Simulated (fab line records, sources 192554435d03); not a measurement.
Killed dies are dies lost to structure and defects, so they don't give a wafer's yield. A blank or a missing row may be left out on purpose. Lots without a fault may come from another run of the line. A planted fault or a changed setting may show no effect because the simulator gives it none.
Chamber matching | flow n5_finfet | N5_BEOL_M4_STRIP_66 on rie_diel-01: 4 sister chambers
The step strips in CF4. 8 wafers are shown with their chamber, then 10 later ones without.

WAFERS WITH THEIR CHAMBER
wafer  | chamber | drypump_motor_current_A (A) | throttle_valve_pct (%)
L084.2 | 3       | 5.6                         | 13.32
L084.4 | 2       | 5.2                         | 13.02
L084.5 | 0       | 5.5                         | 13.73
L086.1 | 3       | 5.6                         | 13.33
L086.2 | 1       | 5.0                         | 13.54
L086.3 | 2       | 5.3                         | 13.05
L086.4 | 0       | 5.5                         | 13.73
L086.5 | 1       | 5.0                         | 13.53

WAFERS WITHOUT THEIR CHAMBER
wafer  | drypump_motor_current_A (A) | throttle_valve_pct (%)
L086.6 | 5.5                         | 13.73
L088.3 | 5.6                         | 13.34
L088.5 | 5.1                         | 13.52
L088.6 | 5.2                         | 13.04
L089.2 | 5.2                         | 13.04
L089.4 | 5.2                         | 13.05
L089.6 | 5.0                         | 13.52
L094.2 | 5.1                         | 13.57
L094.3 | 5.5                         | 13.79
L094.4 | 5.6                         | 13.39

WHICH CHAMBER EACH WENT THROUGH
wafer  | from the rows above | in truth
L086.6 | 0                   | 0
L088.3 | 3                   | 3
L088.5 | 1                   | 1
L088.6 | 2                   | 2
L089.2 | 2                   | 2
L089.4 | 2                   | 2
L089.6 | 1                   | 1
L094.2 | 1                   | 1
L094.3 | 0                   | 0
L094.4 | 3                   | 3
Placed correctly: 10 of 10. Can't be placed from these rows: 0. Placed wrongly: 0.
How it was worked out, from the rows above alone: a wafer's distance from a chamber is the root of the sum, over the readings, of the square of ((its reading less the chamber's mean) divided by the reading's scatter). The wafer belongs to the nearest chamber; if the next one is less than 2 further off, it can't be placed. A chamber's mean is the mean of its shown wafers. The scatter: the root of (the sum of the squares of (reading less its chamber's mean) over the shown wafers, divided by (wafers less chambers)).
